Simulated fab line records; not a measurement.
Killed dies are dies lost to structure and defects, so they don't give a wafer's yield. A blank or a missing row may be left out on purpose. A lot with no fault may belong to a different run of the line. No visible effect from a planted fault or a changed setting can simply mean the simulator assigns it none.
Which tool was responsible? -- flow n5_finfet -- 9 lots, 27 wafers sampled, at 6 steps of a route of 1938

== WHAT EACH GAUGE READ, for each wafer ==
N5_PMOS_HMC_CHANNEL_EPI_OVL_MEAS_10. Usual: PMOS_HMC_BLK_OVL typically reads 0.7 nm, with standard deviation 0.69.
lot,measured,on,PMOS_HMC_BLK_OVL (nm),flag
L775,day 2 05:06,overlay-02,0.5 1.0 0.4,
L778,day 2 23:23,overlay-02,1.1 1.2 0.5,
L780,day 3 12:36,overlay-01,1.7 1.1 0.7,
L783,day 4 05:51,overlay-01,1.3 1.5 0.4,
L788,day 5 11:28,overlay-02,0.9 0.7 -0.2,
L789,day 5 19:31,overlay-01,-0.5 0.2 0.0,
L792,day 6 13:02,overlay-01,-0.2 1.0 1.1,
L793,day 6 17:33,overlay-01,-1.2 0.4 0.3,
L794,day 6 23:52,overlay-02,0.7 -0.3 -0.7,

N5_BEOL_M4_RC_MEAS_101. Usual: DIBL_N 35.9 mV/V, standard deviation 1.3; DIBL_P 36.3 mV/V, standard deviation 1.5; IOFF_N 0.153 nA/um, standard deviation 0.023; IOFF_P 0.208 nA/um, standard deviation 0.028; ION_N 672 uA/um, standard deviation 9.7; ION_P 462 uA/um, standard deviation 6.6; SS_N 71.5 mV/dec, standard deviation 0.53; SS_P 73.3 mV/dec, standard deviation 0.59; VT_N 250.4 mV, standard deviation 2.7; VT_P -250.5 mV, standard deviation 3.
lot,measured,on,DIBL_N (mV/V),DIBL_P (mV/V),IOFF_N (nA/um),IOFF_P (nA/um),ION_N (uA/um),ION_P (uA/um),SS_N (mV/dec),SS_P (mV/dec),VT_N (mV),VT_P (mV),flag
L775,day 9 02:06,prober-02,34.1 33.4 34.4,36.7 36.1 36.6,0.150 0.139 0.148,0.207 0.206 0.195,674 665 664,467 463 455,71.5 71.5 71.6,73.5 73.4 73.8,247.2 248.8 246.3,-250.3 -250.9 -252.2,
L778,day 9 19:38,prober-02,35.9 37.1 34.8,36.9 38.6 36.6,0.143 0.173 0.137,0.198 0.225 0.194,655 671 666,451 461 459,71.9 71.3 70.9,72.9 73.9 72.7,253.9 248.6 251.7,-255.0 -249.8 -250.7,
L780,day 10 09:09,prober-01,37.4 37.9 38.0,38.0 38.7 39.7,0.171 0.185 0.196,0.221 0.240 0.259,674 677 682,466 466 477,72.1 70.7 72.0,74.5 74.4 74.4,248.5 249.1 246.2,-248.4 -250.1 -249.4,
L783,day 10 20:38,prober-01,35.1 35.7 35.5,34.6 35.3 34.3,0.125 0.141 0.130,0.201 0.216 0.203,666 670 668,466 462 463,70.8 71.6 71.7,72.6 73.7 73.0,253.6 248.8 253.1,-245.9 -247.0 -245.9,
L788,day 12 12:07,prober-02,35.8 36.5 36.9,36.8 36.9 37.4,0.158 0.169 0.172,0.238 0.254 0.271,678 690 675,472 474 474,72.3 71.4 71.3,73.4 73.7 73.6,247.3 245.1 250.5,-251.2 -247.2 -245.2,
L789,day 12 15:55,prober-02,36.5 36.5 36.9,37.9 37.4 37.7,0.160 0.157 0.169,0.218 0.206 0.215,675 682 669,461 459 455,70.8 71.5 71.6,73.0 73.5 73.4,251.5 254.7 251.7,-249.8 -253.8 -250.4,
L792,day 13 15:25,prober-01,33.7 33.9 34.0,34.3 34.7 35.1,0.136 0.137 0.144,0.213 0.212 0.223,665 670 686,462 466 476,70.9 70.4 71.5,73.3 72.4 73.6,251.6 250.3 251.4,-247.8 -248.5 -245.7,
L793,day 13 21:12,prober-01,35.8 32.8 34.9,38.0 34.6 37.1,0.168 0.121 0.152,0.216 0.176 0.203,673 669 685,462 460 474,71.5 71.3 71.5,73.4 72.8 73.5,249.3 251.3 252.4,-252.6 -253.5 -249.4,
L794,day 14 01:19,prober-02,37.1 36.4 36.6,38.5 37.5 37.4,0.190 0.170 0.165,0.239 0.215 0.209,690 691 679,472 468 462,71.4 71.4 71.7,74.4 74.6 73.0,247.0 248.6 249.0,-248.6 -250.0 -248.8,

== WHICH TOOL RAN EACH LOT (tool, then ch and the chambers of the sampled wafers, then the start) ==
lot,N5_PMOS_HMC_CHANNEL_EPI_ETCH_32,N5_FIN_SAQP_DENSIFY_62,N5_FIN_SAQP_PECVD_47,N5_FIN_SAQP_MANDREL_ETCH_58
L775,"rie_diel-01 ch 1,3, day 2 05:11","rtp_anneal-01 ch 0, day 2 08:39","pecvd-02 ch 0,2, day 2 08:59","rie_si-01 ch 0,2,3, day 2 12:25"
L778,"rie_diel-02 ch 2,3, day 2 23:29","rtp_anneal-02 ch 0, day 3 03:17","pecvd-04 ch 0,1, day 3 03:38","rie_si-03 ch 0,1,2, day 3 06:31"
L780,"rie_diel-01 ch 0,1, day 3 12:41","rtp_anneal-01 ch 0, day 3 15:57","pecvd-04 ch 0,1,2, day 3 16:17","rie_si-01 ch 2,3, day 3 19:13"
L783,"rie_diel-02 ch 1,2,3, day 4 05:56","rtp_anneal-01 ch 0, day 4 09:12","pecvd-04 ch 0,1,2, day 4 09:32","rie_si-03 ch 0,2, day 4 12:22"
L788,"rie_diel-01 ch 1,2, day 5 11:38","rtp_anneal-01 ch 0, day 5 15:11","pecvd-04 ch 0,1,2, day 5 15:32","rie_si-03 ch 0,3, day 5 18:21"
L789,"rie_diel-01 ch 0,3, day 5 19:47","rtp_anneal-02 ch 0, day 5 22:55","pecvd-04 ch 0,1,2, day 5 23:16","rie_si-03 ch 0,1,2, day 6 03:52"
L792,"rie_diel-01 ch 2,3, day 6 13:32","rtp_anneal-01 ch 0, day 6 17:16","pecvd-01 ch 0,2, day 6 17:33","rie_si-06 ch 1,2, day 6 20:49"
L793,"rie_diel-01 ch 1,2,3, day 6 18:25","rtp_anneal-02 ch 0, day 6 22:35","pecvd-02 ch 0,1,2, day 6 22:55","rie_si-01 ch 1,2, day 7 02:16"
L794,"rie_diel-02 ch 1,2,3, day 7 00:47","rtp_anneal-01 ch 0, day 7 04:21","pecvd-02 ch 0,1,2, day 7 04:40","rie_si-03 ch 0,3, day 7 08:12"
- N5_PMOS_HMC_CHANNEL_EPI_ETCH_32: etches BARC in N2/H2, stops on SiO2, target depth 85.8 nm, time 50.3 s.
- N5_FIN_SAQP_DENSIFY_62: time 60 s.
- N5_FIN_SAQP_PECVD_47: deposits a-Si from SiH4/He, target thk 45 nm, time 36.3 s.
- N5_FIN_SAQP_MANDREL_ETCH_58: etches a-Si in HBr/Cl2, stops on SiNx, target depth 45 nm, bt time 10 s, time 27 s.

== AS READ BY THE TOOLS THEMSELVES (means over the sampled wafers that have a number; for cases with no such wafer, the mark the record gives instead) ==
N5_PMOS_HMC_CHANNEL_EPI_ETCH_32. Usual: drypump_motor_current_A 5.60 A, standard deviation 0.29; oes_product_au 0.67 a.u., standard deviation 0.071; rf_vpp_V 524.0 V, standard deviation 2.3; showerhead_plenum_p_Torr 2.54 Torr, standard deviation 0.076; throttle_valve_pct 17.8 %, standard deviation 0.3.
lot,tool,drypump_motor_current_A (A),oes_product_au (a.u.),rf_vpp_V (V),showerhead_plenum_p_Torr (Torr),throttle_valve_pct (%),flag
L775,rie_diel-01,5.47,0.62,523.3,2.52,18.0,
L778,rie_diel-02,5.91,0.64,524.4,2.57,17.9,
L780,rie_diel-01,5.80,0.68,525.1,2.55,18.0,
L783,rie_diel-02,5.86,0.63,522.2,2.49,17.9,
L788,rie_diel-01,5.49,0.73,523.3,2.51,17.6,
L789,rie_diel-01,5.50,0.64,524.3,2.53,17.7,
L792,rie_diel-01,5.34,0.70,522.3,2.49,17.6,
L793,rie_diel-01,5.48,0.66,523.1,2.50,17.9,
L794,rie_diel-02,5.88,0.70,526.3,2.59,17.8,

N5_FIN_SAQP_DENSIFY_62. Usual: lamp_power_pct 9.85 %, standard deviation 0.055; lamp_zone_2_pct 9.848 %, standard deviation 0.011; wafer_temp_C_max 703.4, standard deviation 0.61.
lot,tool,lamp_power_pct (%),lamp_zone_2_pct (%),wafer_temp_C_max,flag
L775,rtp_anneal-01,9.84,9.846,703.1,
L778,rtp_anneal-02,9.85,9.834,702.3,
L780,rtp_anneal-01,9.84,9.854,703.1,
L783,rtp_anneal-01,9.81,9.844,703.8,
L788,rtp_anneal-01,9.86,9.839,702.9,
L789,rtp_anneal-02,9.91,9.841,703.0,
L792,rtp_anneal-01,9.90,9.851,703.5,
L793,rtp_anneal-02,9.88,9.855,703.0,
L794,rtp_anneal-01,9.92,9.841,703.4,

N5_FIN_SAQP_PECVD_47. Usual: heater_power_w 860 W, standard deviation 110; run_length_s 72.8 s, standard deviation 0.57; showerhead_plenum_p_Torr 5.63 Torr, standard deviation 0.046; throttle_valve_pct 17.9 %, standard deviation 0.68.
lot,tool,heater_power_w (W),run_length_s (s),showerhead_plenum_p_Torr (Torr),throttle_valve_pct (%),flag
L775,pecvd-02,775,72.5,5.62,17.8,
L778,pecvd-04,865,72.7,5.59,17.8,
L780,pecvd-04,862,72.9,5.63,17.4,
L783,pecvd-04,902,73.1,5.62,17.4,
L788,pecvd-04,895,76.7,5.63,17.3,OFF
L789,pecvd-04,860,74.8,5.62,17.5,OFF
L792,pecvd-01,900,73.2,5.64,17.8,
L793,pecvd-02,803,72.5,5.65,18.1,
L794,pecvd-02,808,72.3,5.64,18.3,

N5_FIN_SAQP_MANDREL_ETCH_58. Usual: drypump_motor_current_A 5.6 A, standard deviation 0.53; oes_product_au 0.695 a.u., standard deviation 0.0093; throttle_valve_pct 35.72 %, standard deviation 0.2.
lot,tool,drypump_motor_current_A (A),oes_product_au (a.u.),throttle_valve_pct (%),flag
L775,rie_si-01,5.1,0.696,35.71,
L778,rie_si-03,5.7,0.697,35.68,
L780,rie_si-01,5.3,0.689,35.87,
L783,rie_si-03,6.0,0.693,35.76,
L788,rie_si-03,6.3,0.742,35.74,OFF
L789,rie_si-03,5.7,0.704,35.66,
L792,rie_si-06,5.5,0.694,35.47,
L793,rie_si-01,5.8,0.689,35.91,
L794,rie_si-03,6.3,0.692,35.83,

== THE ANSWER, worked out from the rows above alone ==
Rule: lot off if the mean of its wafers having a number is beyond 3 standard deviations from the usual mean. Also off: a lot with no number at a reading for which 4 or more lots have one. All remaining lots with rows at the step are treated as sound. Order of review: gauges by route order, followed by the tools' own readings, for which a lot's mean as printed above is used. At the first step where some lot is off, the reading lying furthest off is the one used; lots without a number count as furthest.
Off at N5_FIN_SAQP_PECVD_47 (run_length_s): L788, L789.
A tool fits if, at that step or a process step before it, it ran every lot that is off, and no sound lot after the first of them. One candidate fits, namely pecvd-04 at N5_FIN_SAQP_PECVD_47. A fault onset in the window from L783 (day 4 09:32, its last sound lot) to L788 (day 5 15:32, its first lot off) fits.
The tool's own readings at N5_FIN_SAQP_PECVD_47 bear it out: on the lots that are off they differ by more than 5 times the standard deviation of the sound lots' means. run_length_s reads 75.8 s there against 72.7 s on the sound lots.

== WHAT HAD BEEN PUT IN BY THE SIMULATOR ==
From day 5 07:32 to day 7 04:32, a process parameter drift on pecvd-04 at N5_FIN_SAQP_PECVD_47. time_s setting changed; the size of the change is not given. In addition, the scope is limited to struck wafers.
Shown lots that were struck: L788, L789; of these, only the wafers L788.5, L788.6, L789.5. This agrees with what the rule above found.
